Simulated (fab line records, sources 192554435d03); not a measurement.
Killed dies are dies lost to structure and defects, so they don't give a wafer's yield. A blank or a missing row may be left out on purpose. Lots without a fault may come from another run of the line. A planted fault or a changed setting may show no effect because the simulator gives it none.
fab line records | flow n5_finfet
record lots=24 wafers=72 last_day=18
route steps=1938 shown BEOL_M14@1736 BEOL_M15@1804 MIM_TOP@1837
lots that met no fault: from a run of the same line without faults
start_h: hours from the record's first day to the start of the lot's first wafer shown | wait_h: hours since the lot's step before | " the same as in the row above | L1.1+2: a row that stands for several wafers | - no value, or no start given | * or withheld: withheld | < > ~ a bound
route shown NAME@n: a module of which the file shows steps, and the number in the route of the first | usual: mean/standard deviation of fault-free wafers | same: alike in all rows | chamber/n: place in a boat | sites: the reading at each site | _std_site: their standard deviation | _edge_site: outer sites' mean less inner sites' | radius_mm: how far each site lies from the wafer's centre | mask NAME#n: copy n | behind: the tool/chamber that last shaped the wafer | hold: why the lot was held/for how many hours/how that ended | device: the transistor (n, p or np) that didn't switch | end of line: the same wafers' tests at the end of the route | a step without rows: its recipe alone | killed: dies lost to structure and defects at the first sort, not the wafer's yield | map: a wafer's dies, x killed, . not, _ none there
set.NAME: the setting as run; set.NAME@STEP: as run at that earlier step | model.NAME: the simulator's own value behind a step, which no gauge read
steps of the route over a sample of lots; a table a step, a row a wafer
services: from which hour (start_h, from the record's first day; less than 0 if before it) a tool's chamber was out of use, for how many hours, and why
## steps
# step N5_BEOL_M14_CD_MEAS_17
# recipe target_cd_nm=250 polarity=opening
# usual cd_nm=250.6/1.9
# columns lot.wafer tool chamber start_h wait_h cd_nm
L075.2 cd_sem-01 - 265.96 0.0 250.0
L075.3 " - " " 253.2
L075.5 " - " " 252.1
L074.3 cd_sem-03 - 277.81 0.0 249.2
L074.4 " - " " 252.3
L074.5 " - " " 248.6
L076.1 cd_sem-03 - 277.97 0.0 249.1
L076.2 " - " " 249.8
L076.4 " - " " 250.9
L077.4 cd_sem-01 - 278.16 0.0 249.0
L077.5 " - " " 248.0
L077.6 " - " " 249.2
L078.2 cd_sem-01 - 289.33 0.0 252.9
L078.3 " - " " 250.2
L078.6 " - " " 251.5
L079.2 cd_sem-03 - 292.66 0.0 251.3
L079.3 " - " " 250.8
L079.4 " - " " 250.8
L082.1 cd_sem-03 - 301.02 0.0 251.3
L082.2 " - " " 253.3
L082.6 " - " " 248.6
L080.2 cd_sem-03 - 304.53 0.0 249.9
L080.4 " - " " 252.4
L080.5 " - " " 249.9
L081.2 cd_sem-01 - 305.25 0.0 249.9
L081.5 " - " " 249.8
L081.6 " - " " 252.3
L083.4 cd_sem-02 - 321.45 0.0 251.0
L083.5 " - " " 251.5
L083.6 " - " " 250.3
L086.1 cd_sem-03 - 330.00 0.0 247.6
L086.4 " - " " 249.9
L086.6 " - " " 250.8
L085.1 cd_sem-02 - 333.68 0.0 251.9
L085.4 " - " " 250.7
L085.5 " - " " 252.4
L084.2 cd_sem-02 - 336.13 0.0 249.8
L084.4 " - " " 250.5
L084.6 " - " " 249.5
L089.4 cd_sem-03 - 341.26 0.0 252.9
L089.5 " - " " 250.8
L089.6 " - " " 252.4
L087.1 cd_sem-03 - 343.86 0.0 251.5
L087.2 " - " " 249.2
L087.3 " - " " 248.0
L088.1 cd_sem-01 - 344.64 0.0 246.8
L088.3 " - " " 248.8
L088.4 " - " " 245.7
L091.1 cd_sem-02 - 347.08 0.0 248.6
L091.3 " - " " 252.4
L091.6 " - " " 250.0
L090.1 cd_sem-02 - 349.55 0.0 250.9
L090.2 " - " " 251.8
L090.3 " - " " 248.0
L092.1 cd_sem-01 - 359.07 0.0 252.2
L092.4 " - " " 253.8
L092.5 " - " " 253.0
L093.1 cd_sem-01 - 361.61 0.0 250.3
L093.4 " - " " 250.3
L093.6 " - " " 248.8
L094.2 cd_sem-02 - 380.55 0.0 251.0
L094.3 " - " " 251.4
L094.6 " - " " 252.5
L095.2 cd_sem-01 - 386.53 0.0 251.5
L095.4 " - " " 253.6
L095.5 " - " " 253.5
L097.2 cd_sem-01 - 391.88 0.0 253.3
L097.3 " - " " 249.9
L097.5 " - " " 253.5
L096.3 cd_sem-01 - 399.55 0.0 249.4
L096.4 " - " " 248.8
L096.6 " - " " 246.2
# step N5_BEOL_M14_ETCH_68
# recipe chemistry=N2/H2 target=SOC mask_material=SiARC source_w=3000 bias_w=350 temp_c=40 time_s=450 ion_energy_ev=200 pressure_mtorr=30 n2_flow_sccm=200 h2_flow_sccm=200
# usual drypump_motor_current_A=5.6/0.42 n2_flow_sccm=200.0/0.56 oes_product_au=0.82/0.064 rf_vpp_V=524.6/1.9 showerhead_plenum_p_Torr=2.56/0.066 throttle_valve_pct=17.73/0.16
# columns lot.wafer tool chamber start_h wait_h drypump_motor_current_A n2_flow_sccm oes_product_au rf_hours_counter_h rf_vpp_V showerhead_plenum_p_Torr throttle_valve_pct
L075.2 rie_diel-06 3 266.68 0.1 5.1 200.1 0.90 20 526.8 2.59 17.58
L075.3 " 2 " " 5.3 200.0 0.82 84 527.9 2.68 17.64
L075.5 " 0 " " 5.3 200.7 0.72 - 524.8 2.54 18.15
L074.3 rie_diel-06 2 278.41 0.1 5.3 199.8 0.82 88 527.7 2.67 17.67
L074.4 " 1 " " 6.2 199.3 0.68 248 520.7 2.39 17.96
L074.5 " 2 " " 5.3 199.2 0.82 - 527.6 2.67 17.66
L076.1 rie_diel-05 3 278.69 0.1 6.3 200.7 0.90 21 524.7 2.61 17.71
L076.2 " 2 " " 5.8 199.5 0.82 80 522.4 2.46 17.83
L076.4 " 0 " " 5.8 200.0 0.77 130 524.0 2.57 17.60
L077.4 rie_diel-01 1 279.01 0.1 6.1 200.1 0.79 - 525.2 2.53 17.73
L077.5 " 0 " " 5.4 199.6 0.81 - 523.9 2.55 17.58
L077.6 " 2 " " 4.9 201.2 0.87 - 524.8 2.58 17.61
L078.2 rie_diel-01 0 290.05 0.1 5.4 201.1 0.81 105 524.4 2.54 17.60
L078.3 " 2 " " 4.9 200.0 0.85 69 523.9 2.58 17.61
L078.6 " 0 " " 5.5 201.2 0.81 - 523.2 2.54 17.62
L079.2 rie_diel-06 0 293.29 0.1 5.3 199.8 0.72 201 524.6 2.54 18.17
L079.3 " 2 " " 5.3 199.7 0.81 93 527.6 2.67 17.66
L079.4 " 2 " " 5.3 200.1 0.81 - 526.7 2.67 17.67
L082.1 rie_diel-05 0 302.03 0.1 5.7 199.0 0.75 138 523.9 2.57 17.61
L082.2 " 2 " " 5.8 200.1 0.82 88 523.5 2.46 17.85
L082.6 " 2 " " 5.8 199.6 0.80 - 522.6 2.46 17.83
L080.2 rie_diel-01 0 305.27 0.1 5.4 200.0 0.80 111 524.9 2.54 17.61
L080.4 " 3 " " 5.6 200.6 0.95 6 526.7 2.60 17.62
L080.5 " 3 " " 5.6 200.5 0.95 - 525.7 2.60 17.63
L081.2 rie_diel-01 0 305.85 0.1 5.4 200.2 0.80 112 526.3 2.54 17.62
L081.5 " 2 " " 4.9 200.4 0.85 - 525.0 2.58 17.63
L081.6 " 3 " " 5.6 199.6 0.96 - 525.6 2.60 17.63
L083.4 rie_diel-05 2 322.04 0.1 5.8 200.0 0.79 96 522.3 2.46 17.85
L083.5 " 2 " " 5.8 198.7 0.81 - 523.0 2.46 17.87
L083.6 " 1 " " 5.9 200.1 0.83 - 523.1 2.45 17.86
L086.1 rie_diel-01 3 330.72 0.1 5.6 200.4 0.92 15 525.2 2.59 17.65
L086.4 " 0 " " 5.5 199.9 0.80 119 524.5 2.54 17.62
L086.6 " 0 " " 5.5 200.3 0.79 - 522.9 2.54 17.62
L085.1 rie_diel-05 3 334.31 0.1 6.3 200.9 0.86 41 525.2 2.61 17.74
L085.4 " 0 " " 5.7 199.6 0.76 149 523.0 2.56 17.61
L085.5 " 0 " " 5.7 200.5 0.75 - 524.5 2.56 17.64
L084.2 rie_diel-06 1 336.73 0.1 6.2 200.3 0.96 10 528.5 2.70 17.57
L084.4 " 3 " " 5.2 201.1 0.86 48 525.3 2.58 17.63
L084.6 " 2 " " 5.3 199.0 0.80 - 527.6 2.66 17.69
L089.4 rie_diel-01 3 341.85 0.1 5.6 200.0 0.90 20 524.5 2.59 17.65
L089.5 " 0 " " 5.4 199.9 0.79 - 524.1 2.54 17.64
L089.6 " 3 " " 5.6 199.5 0.91 - 525.4 2.59 17.64
L087.1 rie_diel-06 2 344.88 0.1 5.3 200.8 0.80 115 527.2 2.66 17.72
L087.2 " 0 " " 5.3 200.3 0.71 219 523.6 2.53 18.19
L087.3 " 3 " " 5.1 199.0 0.86 51 526.4 2.57 17.61
L088.1 rie_diel-06 0 345.46 0.1 5.3 200.7 0.70 219 521.8 2.53 18.18
L088.3 " 3 " " 5.1 199.8 0.85 52 525.4 2.57 17.64
L088.4 " 1 " " 6.2 200.1 0.94 14 527.0 2.70 17.58
L091.1 rie_diel-01 0 347.80 0.1 5.4 199.4 0.80 126 525.8 2.53 17.64
L091.3 " 2 " " 4.9 199.3 0.83 92 523.4 2.57 17.65
L091.6 " 1 " " 6.1 199.9 0.77 - 525.0 2.52 17.76
L090.1 rie_diel-01 1 350.15 0.1 6.1 199.1 0.76 145 523.4 2.52 17.76
L090.2 " 3 " " 5.6 200.0 0.90 23 525.2 2.59 17.65
L090.3 " 2 " " 4.9 201.7 0.84 93 524.3 2.57 17.65
L092.1 rie_diel-05 2 359.79 0.1 5.8 199.6 0.79 109 521.3 2.45 17.89
L092.4 " 1 " " 5.9 199.5 0.82 - 521.8 2.44 17.87
L092.5 " 2 " " 5.8 199.7 0.79 - 520.4 2.45 17.89
L093.1 rie_diel-06 3 362.33 0.1 5.1 199.2 0.85 56 525.0 2.57 17.63
L093.4 " 0 " " 5.3 200.0 0.70 224 523.6 2.53 18.19
L093.6 " 2 " " 5.3 199.7 0.79 - 527.5 2.66 17.70
L094.2 rie_diel-01 0 381.27 0.1 5.4 199.7 0.77 137 524.4 2.53 17.66
L094.3 " 1 " " 6.1 199.9 0.76 156 524.0 2.52 17.81
L094.6 " 0 " " 5.4 200.1 0.78 - 524.5 2.53 17.65
L095.2 rie_diel-05 0 387.25 0.1 5.7 200.3 0.74 160 525.1 2.56 17.65
L095.4 " 2 " " 5.8 200.2 0.79 122 521.7 2.44 17.90
L095.5 " 3 " " 6.3 200.7 0.83 - 524.5 2.60 17.78
L097.2 rie_diel-01 1 392.47 0.1 6.1 200.2 0.76 160 524.4 2.52 17.79
L097.3 " 0 " " 5.4 200.4 0.79 141 524.6 2.53 17.67
L097.5 " 0 " " 5.4 199.8 0.78 - 523.7 2.53 17.65
L096.3 rie_diel-06 1 400.26 0.1 6.2 200.5 0.90 31 529.4 2.69 17.60
L096.4 " 2 " " 5.3 201.2 0.77 134 526.5 2.65 17.75
L096.6 " 3 " " 5.1 199.8 0.83 - 524.1 2.57 17.66
# step N5_BEOL_M14_INSPECT_55
# recipe inspect_instrument=darkfield mode=post_dep
# usual raw_defect_count=73/25
# columns lot.wafer tool chamber start_h wait_h raw_defect_count
L075.2 defect_inspect-02 - 269.09 0.0 59
L075.3 " - " " 47
L075.5 " - " " 44
L074.3 defect_inspect-01 - 282.37 0.0 76
L074.4 " - " " 65
L074.5 " - " " 98
L076.1 defect_inspect-02 - 283.87 0.0 43
L076.2 " - " " 52
L076.4 " - " " 49
L077.4 defect_inspect-01 - 283.98 0.0 110
L077.5 " - " " 57
L077.6 " - " " 86
L078.2 defect_inspect-01 - 295.89 0.0 98
L078.3 " - " " 59
L078.6 " - " " 88
L079.2 defect_inspect-02 - 296.23 0.0 112
L079.3 " - " " 64
L079.4 " - " " 119
L082.1 defect_inspect-01 - 304.74 0.0 77
L082.2 " - " " 115
L082.6 " - " " 71
L080.2 defect_inspect-02 - 307.41 0.0 79
L080.4 " - " " 51
L080.5 " - " " 87
L081.2 defect_inspect-01 - 312.66 0.0 109
L081.5 " - " " 89
L081.6 " - " " 65
L083.4 defect_inspect-02 - 326.50 0.0 57
L083.5 " - " " 99
L083.6 " - " " 131
L086.1 defect_inspect-02 - 340.33 0.0 100
L086.4 " - " " 93
L086.6 " - " " 83
L085.1 defect_inspect-01 - 340.56 0.0 50
L085.4 " - " " 94
L085.5 " - " " 64
L084.2 defect_inspect-02 - 341.71 0.0 61
L084.4 " - " " 75
L084.6 " - " " 75
L089.4 defect_inspect-02 - 344.07 0.0 132
L089.5 " - " " 103
L089.6 " - " " 77
L087.1 defect_inspect-01 - 350.70 0.0 102
L087.2 " - " " 136
L087.3 " - " " 45
L088.1 defect_inspect-02 - 356.93 0.0 77
L088.3 " - " " 40
L088.4 " - " " 45
L091.1 defect_inspect-01 - 358.25 0.0 69
L091.3 " - " " 74
L091.6 " - " " 53
L090.1 defect_inspect-02 - 361.00 0.0 56
L090.2 " - " " 91
L090.3 " - " " 77
L092.1 defect_inspect-01 - 365.15 0.0 49
L092.4 " - " " 35
L092.5 " - " " 47
L093.1 defect_inspect-02 - 366.56 0.0 84
L093.4 " - " " 69
L093.6 " - " " 96
L094.2 defect_inspect-02 - 385.04 0.0 63
L094.3 " - " " 87
L094.6 " - " " 74
L095.2 defect_inspect-01 - 395.23 0.0 38
L095.4 " - " " 21
L095.5 " - " " 42
L097.2 defect_inspect-02 - 395.71 0.0 72
L097.3 " - " " 52
L097.5 " - " " 47
L096.3 defect_inspect-01 - 402.78 0.0 108
L096.4 " - " " 79
L096.6 " - " " 85
# step N5_BEOL_M15_CD_MEAS_28
# recipe target_cd_nm=407.6 landing_energy_ev=500 detector=se_inlens
# usual cd_nm=408.1/1.7
# columns lot.wafer tool chamber start_h wait_h cd_nm
L075.2 cd_sem-02 0 271.59 - 408.6
L075.3 " 0 " " 408.6
L075.5 " 0 " " 407.7
L074.3 cd_sem-01 0 284.75 - 408.2
L074.4 " 0 " " 406.8
L074.5 " 0 " " 407.4
L076.1 cd_sem-02 0 286.13 - 406.1
L076.2 " 0 " " 404.3
L076.4 " 0 " " 404.6
L077.4 cd_sem-03 0 286.30 - 409.6
L077.5 " 0 " " 408.6
L077.6 " 0 " " 408.4
L078.2 cd_sem-02 0 298.22 - 409.9
L078.3 " 0 " " 408.8
L078.6 " 0 " " 410.5
L079.2 cd_sem-03 0 298.57 - 409.7
L079.3 " 0 " " 407.7
L079.4 " 0 " " 407.1
L082.1 cd_sem-02 0 307.10 - 408.6
L082.2 " 0 " " 404.8
L082.6 " 0 " " 407.1
L080.2 cd_sem-01 0 309.74 - 406.7
L080.4 " 0 " " 408.6
L080.5 " 0 " " 408.1
L081.2 cd_sem-03 0 314.81 - 409.1
L081.5 " 0 " " 409.8
L081.6 " 0 " " 410.1
L083.4 cd_sem-01 0 328.77 - 408.9
L083.5 " 0 " " 408.8
L083.6 " 0 " " 409.2
L086.1 cd_sem-02 0 342.51 - 408.6
L086.4 " 0 " " 409.4
L086.6 " 0 " " 409.4
L085.1 cd_sem-01 0 343.11 - 409.0
L085.4 " 0 " " 408.9
L085.5 " 0 " " 407.9
L084.2 cd_sem-01 0 344.02 - 407.0
L084.4 " 0 " " 407.0
L084.6 " 0 " " 407.4
L089.4 cd_sem-02 0 346.71 - 404.4
L089.5 " 0 " " 406.2
L089.6 " 0 " " 405.1
L087.1 cd_sem-03 0 352.88 - 406.4
L087.2 " 0 " " 409.0
L087.3 " 0 " " 406.8
L088.1 cd_sem-02 0 359.41 - 408.2
L088.3 " 0 " " 409.0
L088.4 " 0 " " 407.1
L091.1 cd_sem-01 0 360.59 - 410.4
L091.3 " 0 " " 410.9
L091.6 " 0 " " 411.2
L090.1 cd_sem-01 0 363.05 - 406.4
L090.2 " 0 " " 407.9
L090.3 " 0 " " 407.5
L092.1 cd_sem-02 0 367.21 - 408.8
L092.4 " 0 " " 410.3
L092.5 " 0 " " 406.8
L093.1 cd_sem-01 0 368.74 - 409.4
L093.4 " 0 " " 410.0
L093.6 " 0 " " 410.0
L094.2 cd_sem-01 0 387.09 - 405.7
L094.3 " 0 " " 408.6
L094.6 " 0 " " 407.6
L095.2 cd_sem-03 0 397.54 - 406.6
L095.4 " 0 " " 405.7
L095.5 " 0 " " 408.4
L097.2 cd_sem-03 0 398.12 - 408.3
L097.3 " 0 " " 407.8
L097.5 " 0 " " 407.3
L096.3 cd_sem-02 0 404.96 - 407.9
L096.4 " 0 " " 408.5
L096.6 " 0 " " 407.8
# step N5_BEOL_M15_STRIP_37
# recipe chemistry=O2 power_w=600 temp_c=60 pressure_mtorr=30 rf_frequency_hz=6e+07 bias_power_w=0 overash_fraction=0.3 o2_flow_sccm=225
# usual drypump_motor_current_A=5.7/0.43 oes_product_au=0.80/0.079 rf_vpp_V=3.7/0.64 showerhead_plenum_p_Torr=2.06/0.08 throttle_valve_pct=16.70/0.24
# columns lot.wafer tool chamber start_h wait_h drypump_motor_current_A oes_product_au rf_hours_counter_h rf_vpp_V showerhead_plenum_p_Torr throttle_valve_pct
L075.2 rie_diel-02 1 - - 5.2 0.86 52 3.4 2.05 16.33
L075.3 " 0 " " 5.0 0.76 176 3.0 1.92 16.85
L075.5 " 0 " " 5.0 0.76 - 3.9 1.92 16.86
L074.3 rie_diel-02 3 - - 5.5 0.70 194 3.1 2.09 16.84
L074.4 " 0 " " 5.0 0.76 181 4.0 1.92 16.87
L074.5 " 0 " " 5.0 0.76 - 2.5 1.92 16.87
L076.1 rie_diel-02 0 - - 5.0 0.75 182 4.6 1.92 16.84
L076.2 " 1 " " 5.2 0.85 57 3.7 2.05 16.36
L076.4 " 3 " " 5.5 0.70 195 3.2 2.09 16.84
L077.4 rie_diel-04 3 - - 6.0 0.89 38 3.5 2.05 16.57
L077.5 " 3 " " 6.0 0.89 - 3.2 2.05 16.58
L077.6 " 0 " " 6.3 0.75 - 2.9 1.93 16.80
L078.2 rie_diel-02 2 - - 5.8 0.98 5 3.1 2.04 16.21
L078.3 " 3 " " 5.4 0.70 198 4.4 2.09 16.85
L078.6 " 1 " " 5.2 0.85 - 5.1 2.04 16.37
L079.2 rie_diel-02 2 - - 5.8 0.99 6 3.2 2.04 16.20
L079.3 " 1 " " 5.2 0.86 62 4.4 2.04 16.36
L079.4 " 0 " " 5.0 0.76 186 3.4 1.92 16.85
L082.1 rie_diel-04 0 - - 6.3 0.74 153 3.7 1.93 16.84
L082.2 " 3 " " 6.0 0.88 45 3.5 2.05 16.59
L082.6 " 3 " " 6.0 0.88 - 3.5 2.05 16.60
L080.2 rie_diel-03 0 - - 5.4 0.69 222 5.3 2.09 17.25
L080.4 " 3 " " 6.3 0.77 141 2.6 2.18 16.77
L080.5 " 1 " " 5.8 0.88 - 3.6 2.13 16.51
L081.2 rie_diel-04 2 - - 5.5 0.88 37 3.7 2.16 16.70
L081.5 " 3 " " 6.0 0.88 - 3.0 2.05 16.60
L081.6 " 2 " " 5.5 0.89 - 3.9 2.16 16.68
L083.4 rie_diel-03 1 - - 5.8 0.87 45 3.9 2.13 16.54
L083.5 " 1 " " 5.8 0.87 - 3.3 2.13 16.54
L083.6 " 2 " " 5.7 0.79 - 3.4 2.11 16.71
L086.1 rie_diel-04 0 - - 6.3 0.75 164 3.0 1.92 16.82
L086.4 " 2 " " 5.5 0.88 45 3.2 2.16 16.70
L086.6 " 0 " " 6.4 0.74 - 3.2 1.93 16.85
L085.1 rie_diel-03 0 - - 5.4 0.69 233 3.1 2.09 17.27
L085.4 " 3 " " 6.3 0.76 151 4.5 2.18 16.76
L085.5 " 0 " " 5.4 0.69 - 3.5 2.09 17.28
L084.2 rie_diel-02 0 - - 5.0 0.74 198 3.6 1.92 16.89
L084.4 " 1 " " 5.2 0.83 74 4.0 2.04 16.36
L084.6 " 3 " " 5.5 0.69 - 3.3 2.08 16.85
L089.4 rie_diel-02 3 - - 5.4 0.68 213 4.0 2.08 16.87
L089.5 " 1 " " 5.2 0.82 - 4.8 2.04 16.40
L089.6 " 2 " " 5.7 0.93 - 4.5 2.04 16.22
L087.1 rie_diel-03 1 - - 5.8 0.85 54 4.1 2.13 16.54
L087.2 " 2 " " 5.7 0.78 109 3.9 2.11 16.73
L087.3 " 0 " " 5.4 0.68 237 4.1 2.09 17.28
L088.1 rie_diel-04 2 - - 5.5 0.88 50 3.7 2.16 16.70
L088.3 " 0 " " 6.4 0.73 170 3.0 1.92 16.83
L088.4 " 3 " " 6.0 0.86 62 4.2 2.04 16.64
L091.1 rie_diel-03 3 - - 6.3 0.76 157 3.3 2.18 16.80
L091.3 " 0 " " 5.4 0.67 239 3.2 2.09 17.26
L091.6 " 3 " " 6.3 0.76 - 4.7 2.18 16.82
L090.1 rie_diel-04 3 - - 6.0 0.85 63 2.8 2.04 16.64
L090.2 " 2 " " 5.5 0.86 51 3.8 2.16 16.73
L090.3 " 1 " " 6.2 0.75 155 4.1 2.07 16.57
L092.1 rie_diel-04 1 - - 6.2 0.75 156 2.2 2.07 16.59
L092.4 " 3 " " 6.0 0.86 64 3.9 2.04 16.63
L092.5 " 0 " " 6.3 0.73 - 2.4 1.92 16.87
L093.1 rie_diel-02 2 - - 5.8 0.92 26 4.2 2.04 16.25
L093.4 " 3 " " 5.5 0.67 219 3.7 2.08 16.87
L093.6 " 0 " " 5.0 0.74 - 5.1 1.91 16.91
L094.2 rie_diel-03 0 - - 5.4 0.67 247 3.8 2.09 17.29
L094.3 " 3 " " 6.3 0.75 164 3.4 2.18 16.80
L094.6 " 2 " " 5.7 0.78 - 4.3 2.10 16.76
L095.2 rie_diel-03 1 - - 5.8 0.83 67 2.8 2.12 16.57
L095.4 " 0 " " 5.4 0.67 250 4.7 2.08 17.31
L095.5 " 3 " " 6.3 0.74 - 4.0 2.18 16.78
L097.2 rie_diel-04 1 - - 6.2 0.73 166 3.3 2.07 16.61
L097.3 " 2 " " 5.5 0.87 61 3.3 2.15 16.75
L097.5 " 1 " " 6.2 0.74 - 3.2 2.07 16.62
L096.3 rie_diel-02 2 - - 5.7 0.90 38 3.6 2.03 16.27
L096.4 " 1 " " 5.2 0.81 94 4.7 2.03 16.42
L096.6 " 1 " " 5.2 0.81 - 4.3 2.03 16.41
# step N5_MIM_TOP_DEGAS_04
# recipe ambient=vacuum temp_c=300 time_s=60
# usual heater_power_w=444/31
# columns lot.wafer tool chamber start_h wait_h heater_power_w
L075.2 pvd_sputter-01 - 279.56 - 421
L075.3 " - " " 464
L075.5 " - " " 470
L074.3 pvd_sputter-01 - 292.55 - 445
L074.4 " - " " 476
L074.5 " - " " 473
L076.1 pvd_sputter-03 - 294.04 - 421
L076.2 " - " " 468
L076.4 " - " " 444
L077.4 pvd_sputter-01 - 294.09 - 482
L077.5 " - " " 424
L077.6 " - " " 469
L078.2 pvd_sputter-03 - 303.14 - 474
L078.3 " - " " 417
L078.6 " - " " 469
L079.2 pvd_sputter-03 - 306.60 - 415
L079.3 " - " " 464
L079.4 " - " " 479
L082.1 pvd_sputter-03 - 316.85 - 494
L082.2 " - " " 441
L082.6 " - " " 421
L080.2 pvd_sputter-02 - 318.66 - 398
L080.4 " - " " 492
L080.5 " - " " 424
L081.2 pvd_sputter-03 - 326.31 - 408
L081.5 " - " " 468
L081.6 " - " " 439
L083.4 pvd_sputter-01 - 337.29 - 478
L083.5 " - " " 420
L083.6 " - " " 470
L086.1 pvd_sputter-02 - 354.25 - 411
L086.4 " - " " 507
L086.6 " - " " 406
L085.1 pvd_sputter-02 - 354.99 - 387
L085.4 " - " " 403
L085.5 " - " " 504
L084.2 pvd_sputter-02 - 355.95 - 388
L084.4 " - " " 429
L084.6 " - " " 425
L089.4 pvd_sputter-03 - 356.24 - 471
L089.5 " - " " 459
L089.6 " - " " 438
L087.1 pvd_sputter-01 - 363.17 - 427
L087.2 " - " " 481
L087.3 " - " " 456
L088.1 pvd_sputter-01 - 367.75 - 428
L088.3 " - " " 477
L088.4 " - " " 486
L091.1 pvd_sputter-02 - 367.78 - 496
L091.3 " - " " 419
L091.6 " - " " 437
L090.1 pvd_sputter-03 - 373.38 - 416
L090.2 " - " " 434
L090.3 " - " " 452
L092.1 pvd_sputter-03 - 373.80 - 415
L092.4 " - " " 471
L092.5 " - " " 479
L093.1 pvd_sputter-02 - 375.05 - 393
L093.4 " - " " 493
L093.6 " - " " 406
L094.2 pvd_sputter-03 - 394.46 - 399
L094.3 " - " " 460
L094.6 " - " " 407
L095.2 pvd_sputter-03 - 405.68 - 435
L095.4 " - " " 407
L095.5 " - " " 475
L097.2 pvd_sputter-02 - 406.37 - 393
L097.3 " - " " 426
L097.5 " - " " 420
L096.3 pvd_sputter-02 - 411.02 - 398
L096.4 " - " " 497
L096.6 " - " " 495
## services
# columns tool chamber start_h hours kind
rie_diel-02 0 259.82 6.2 repair
rie_diel-01 3 263.49 2.6 repair
rie_diel-02 2 266.34 - clean
rie_diel-02 2 266.34 - consumable_replace:focus_ring
rie_diel-02 2 266.34 18.4 scheduled_down
rie_diel-02 2 266.34 18.4 vent_cycle
rie_diel-01 3 266.36 - clean
rie_diel-01 3 266.36 - consumable_replace:focus_ring
rie_diel-01 3 266.36 24.7 scheduled_down
rie_diel-01 3 266.36 24.7 vent_cycle
rie_diel-04 2 277.56 5.6 repair
rie_diel-06 1 287.58 - clean
rie_diel-06 1 287.58 - consumable_replace:focus_ring
rie_diel-06 1 287.58 - consumable_replace:showerhead
rie_diel-06 1 287.58 19.8 scheduled_down
rie_diel-06 1 287.58 19.8 vent_cycle
rie_diel-05 - 290.15 2.6 repair
rie_diel-06 0 300.58 5.8 repair
rie_diel-03 3 325.77 3.3 repair
rie_diel-06 - 348.84 2.8 pm
rie_diel-05 0 350.53 25.4 repair
rie_diel-03 0 401.16 - clean
rie_diel-03 0 401.16 - consumable_replace:focus_ring
rie_diel-05 0 403.52 2.4 repair
## key
fault none
